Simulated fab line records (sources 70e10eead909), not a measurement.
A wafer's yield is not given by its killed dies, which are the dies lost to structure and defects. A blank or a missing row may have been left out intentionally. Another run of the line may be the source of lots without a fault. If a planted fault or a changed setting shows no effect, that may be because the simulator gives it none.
The same fault as seen by 2 desks / flow nand harc / each desk holds nothing but its own numbers, with what lay behind them at the end

## AT THE METROLOGY DESK
Means of the sampled wafers that have a number, per lot and without regard to the tool the lot ran on: this is what the gauges read. The brackets show how far a lot's mean lies from the usual mean; more than 4 standard deviations puts the lot out of limits, marked OUT.
Columns: A = thk nm at NHARC_A_ONON_D1_THK_MEAS_08, usual 998 nm
lot=L560; first seen here=day 7 12:44; A=991
lot=L563; first seen here=day 8 11:01; A=1002
lot=L564; first seen here=day 8 16:44; A=1006
lot=L565; first seen here=day 8 16:46; A=1003
lot=L566; first seen here=day 9 07:18; A=1008
lot=L567; first seen here=day 9 07:18; A=1006
lot=L568; first seen here=day 9 21:37; A=998
lot=L569; first seen here=day 9 21:37; A=985
lot=L570; first seen here=day 10 15:10; A=1015
lot=L580; first seen here=day 12 15:58; A=879 (-12) OUT
lot=L583; first seen here=day 12 20:07; A=990
lot=L582; first seen here=day 12 20:08; A=1009
Finding of this desk: L580 out of limits; the first was L580 at day 12 15:58, on thk nm at NHARC_A_ONON_D1_THK_MEAS_08. L560, L563, L564, L565, L566, L567, L568, L569, L570, L583, L582: within limits.

## TOOL OWNER'S DESK, pecvd onon-02
The tool's own readings at NHARC_A_ONON_D1_DEP_06 (target thk 1000 nm): means of the sampled wafers that have a number, for each lot that ran on this tool. The brackets show how far a lot's mean lies from the usual mean; more than 4 standard deviations puts the lot out of limits, marked OUT.
Columns: A = n2 flow sccm at NHARC_A_ONON_D1_DEP_06, usual 2749 sccm
lot=L560; first seen here=day 7 12:14; A=2759
lot=L564; first seen here=day 8 16:23; A=2756
lot=L566; first seen here=day 9 06:47; A=2741
lot=L569; first seen here=day 9 21:14; A=2742
lot=L580; first seen here=day 12 15:29; A=2746
Result from this desk: across the 5 lots, nothing is out of limits.

## TAKEN TOGETHER
Metrology desk: alarm possible at day 12 15:58 on L580.
The tool owner's desk saw nothing out of limits.
On record at the tool owner's desk: L580, within its limits.
The lots listed all ran NHARC_A_ONON_D1_DEP_06 on pecvd onon-02.

## WHAT THE SIMULATOR HAD INSERTED
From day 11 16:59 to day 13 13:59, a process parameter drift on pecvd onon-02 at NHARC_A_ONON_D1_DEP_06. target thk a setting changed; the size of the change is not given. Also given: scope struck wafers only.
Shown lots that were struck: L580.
Per desk, hours elapsed from the start of the fault to the first reading out of limits: for the metrology desk, 23.
